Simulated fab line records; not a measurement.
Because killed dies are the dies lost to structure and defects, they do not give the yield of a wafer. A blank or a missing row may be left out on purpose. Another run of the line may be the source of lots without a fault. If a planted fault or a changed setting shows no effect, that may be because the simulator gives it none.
What tool caused it?    flow nandHarc    Sampling: 6 lots, 18 wafers, 4 of 1159 route steps

== WHAT THE GAUGES SHOWED, per wafer ==
NHARC_END_SORT_01.
lot   measured      on         killedOpen
L649  day 20 15:55  prober-01  1 1 5
L659  day 22 09:05  prober-02  5 1 1
L663  day 23 00:50  prober-01  3 3 2
L662  day 23 14:11  prober-01  5 0 4

== WHICH TOOL RAN EACH LOT (tool, then ch and the chambers of the sampled wafers, then the start) ==
lot   NHARC_THIN_TSV_ETCH_15           NHARC_THIN_TSV_STRIP_45              NHARC_THIN_TSV_ANNEAL_58
L648  rieSi-02 ch 2,3, day 19 03:44    plasmaAsher-01 ch 0,1, day 19 04:03  furnace-07, day 19 13:07
L649  rieSi-02 ch 0,2, day 20 00:46    plasmaAsher-02 ch 1, day 20 01:02    furnace-02, day 20 10:37
L659  rieSi-01 ch 0,1, day 21 20:21    plasmaAsher-01 ch 0,1, day 21 20:35  furnace-04 ch 0, day 22 04:35
L663  rieSi-04 ch 1,2,3, day 22 01:52  plasmaAsher-01 ch 0,1, day 22 02:18  furnace-07 ch 0, day 22 10:15
L662  rieSi-01 ch 0,1,3, day 22 23:20  plasmaAsher-01 ch 0,1, day 22 23:32  furnace-02 ch 0, day 23 08:53
L667  rieSi-01 ch 1,2, day 23 21:52    plasmaAsher-02 ch 0,1, day 23 22:14  furnace-07 ch 0, day 24 07:03
- NHARC_THIN_TSV_ETCH_15: target depth 3000 nm, bosch target overetch cycles 2, bosch etch step 2.8 s.
- NHARC_THIN_TSV_STRIP_45: strips in O2.
- NHARC_THIN_TSV_ANNEAL_58: time 1800 s.

== THE ANSWER, worked out from the rows above alone ==
Rule: what is usual is taken from the lots themselves. Put in order of their means at a reading, lots are off if they are a third of the lots or fewer, leave a main group of 4 or more, and stand apart from it by a gap of 3 or more times the standard deviation of the main group's means; of several such gaps the widest counts. A main group is skipped when, at the precision printed for the reading in the tables above, its means are all equal. A lot without any number at a reading at which 4 lots or more have one is off too. Where the step has rows for the other lots, those lots are counted as sound.
Across all readings shown, no lot is off: no conclusion can be drawn from this.

== WHAT THE SIMULATOR PUT IN ==
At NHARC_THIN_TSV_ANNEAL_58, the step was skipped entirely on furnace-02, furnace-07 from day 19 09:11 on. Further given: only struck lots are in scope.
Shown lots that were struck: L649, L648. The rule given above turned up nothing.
